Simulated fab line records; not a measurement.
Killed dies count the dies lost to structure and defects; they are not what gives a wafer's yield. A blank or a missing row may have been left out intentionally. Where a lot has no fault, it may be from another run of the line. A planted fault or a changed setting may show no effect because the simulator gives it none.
Comparing a struck lot with a sound one :: flow n5-finfet :: 37 steps out of a route of 1938
Sound: these wafers, L282.1, L282.4, L282.5. Struck: wafer L270.6. (L270.1, L270.3 of the same lot were not struck and are left out.) The cause comes at the end.
Per side, at each step with rows, come the tool, then ch with its chambers, and then its first start. Under that, the readings that differ: sound wafers :: struck wafers :: difference of the means :: sigmas: that difference in standard deviations of wafers without a fault.
alike: a reading whose means differ by less than 2 such deviations, as well as words and numbers matching on both sides. not compared: withheld readings; readings where some wafer has no value; bounds like >300 that might hide an equal value; numbers whose values overlap and for which the record gives no deviation.
A row with sigmas, a row that says differs or no value, or rows on one side alone: a step with any of these is where the two part. Numbers that have no deviation but don't overlap get no sigmas and don't part them. A reading missing from all wafers of one side parts the sides only when that side holds two or more wafers.

first, 9 steps without rows for these wafers: N5_BEOL_M4_ANNEAL_95 (time 240 s); N5_BEOL_M4_SPUTTER_96 (material Cu, target thk 4.5 nm, time 8.29 s); N5_BEOL_M4_ECD_50 (material Cu, target thk 300 nm); N5_BEOL_M4_ANNEAL_51 (time 90 s); N5_BEOL_M4_CMP_52 (polishes, stops on SiOC, t overpolish 6.8 s, target thk 40 nm); N5_BEOL_M4_PRE_CLEAN_60 (time 15 s); N5_BEOL_M4_CO_CAP_55 (material Co, precursor CCTBA/H2, target thk 2 nm, time 102.1 s); N5_BEOL_M4_PRE_CLEAN_56 (time 15 s); N5_BEOL_M4_DEP_57 (deposits SiCN from 3MS/NH3, target thk 8 nm, time 14 s).
N5_BEOL_M4_RC_MEAS_101:
  sound on prober-01 ch 0, day 15 22:19; struck on prober-01 ch 0, day 12 19:11
  alike: DIBL_N, DIBL_P, IOFF_N, IOFF_P, ION_N, ION_P, SS_N, SS_P, VT_N, VT_P
N5_BEOL_M5_ILD_DEP_00: deposits SiCOH lowk from DEMS/porogen, target thk 140.64 nm, time 25.9 s.
  sound on pecvd-01 ch 0,2, day 15 23:17; struck on pecvd-04 ch 1, day 12 20:09
reading: model.SiCOH_lowk_of_BEOL_M5_ILD_DEP_00.thk-nm (nm)
sound: 139 141.2 141.6
struck: 273.4
difference: +132.8
sigmas: 
  alike: heater-power-w, showerhead-plenum-p-Torr, showerhead-vpp-V, throttle-valve-pct
then, 1 step without rows for these wafers: N5_BEOL_M5_CURE_79 (cures SiCOH lowk, time 240 s).
N5_BEOL_M5_THK_MEAS_01:
  struck on film-metro-01, day 12 20:43; sound on film-metro-01, day 15 23:51
reading: M5_ILD_THK (nm)
sound: 119.7 121.4 121.8
struck: 236.9
difference: +115.9
sigmas: +77
then, 22 steps without rows for these wafers: N5_BEOL_M5_PECVD_70 (deposits SiO2 from TEOS/O2, target thk 16 nm, time 18 s); N5_BEOL_M5_HM_DEP_02 (deposits TiN, target thk 20 nm); N5_BEOL_M5_COAT_59 (time 60 s, resist thk 60 nm); N5_BEOL_M5_COAT_60 (time 60 s, resist thk 12 nm); N5_BEOL_M5_COAT_71 (time 60 s, resist thk 5 nm); N5_BEOL_M5_COAT_05 (resist thk 30 nm); N5_BEOL_M5_EBR_07; N5_BEOL_M5_SOFTBAKE_06 (time 60 s); N5_BEOL_M5_EXPOSE_08 (exposes mask M5, target cd 28 nm); N5_BEOL_M5_PEB_09 (peb time 60 s); N5_BEOL_M5_DEVELOP_10 (develop time 30 s); N5_BEOL_M5_DESCUM_16 (chemistry O2, time 7 s); N5_BEOL_M5_ETCH_72 (etches underlayer in N2/H2, target depth 6.5 nm, time 5.2 s); N5_BEOL_M5_ETCH_61 (etches SiARC in CF4, target depth 15.6 nm, time 26 s); N5_BEOL_M5_ETCH_62 (etches SOC in N2/H2, target depth 75 nm, overetch 15 nm, time 112.5 s); N5_BEOL_M5_STRIP_63 (strips in N2/H2); N5_BEOL_M5_STRIP_73 (strips in N2/H2); N5_BEOL_M5_STRIP_64 (strips in CF4); N5_BEOL_M5_HM_OPEN_17 (chemistry Cl2/BCl3, target TiN, target depth 20 nm, overetch 6 nm); N5_BEOL_M5_STRIP_19 (strips in O2); N5_BEOL_M5_COAT_65 (time 60 s, resist thk 60 nm); N5_BEOL_M5_COAT_66 (time 60 s, resist thk 12 nm).
N5_BEOL_M5_CMP_52: polishes, stops on SiCOH lowk, t overpolish 6.9 s, target thk 62 nm.
  sound on cmp-04 ch 1,2,3, day 16 12:43; struck on cmp-03 ch 3, day 13 08:23
reading: model.SiCOH_lowk_of_BEOL_M5_ILD_DEP_00.thk-nm (nm)
sound: 116.6 118.4 118.8
struck: 234
difference: +116
sigmas: 
  alike: clearing-platen-rpm, motor-current-A
-- the record jumps here: 4 days lie between the struck wafers' starts before and after (it left off in module BEOL_M5 and takes up again in module PASSIVATION, whose first step shown is number 1936 of the route) --
N5_PASSIVATION_PROBE_49:
  rows exist in the record for the struck wafers here (prober-02, day 17 09:34), but not for the sound ones

== WHERE THEY PART ==
First at N5_BEOL_M5_THK_MEAS_01; last, within this record, at N5_PASSIVATION_PROBE_49.

WHY: what the simulator had put in
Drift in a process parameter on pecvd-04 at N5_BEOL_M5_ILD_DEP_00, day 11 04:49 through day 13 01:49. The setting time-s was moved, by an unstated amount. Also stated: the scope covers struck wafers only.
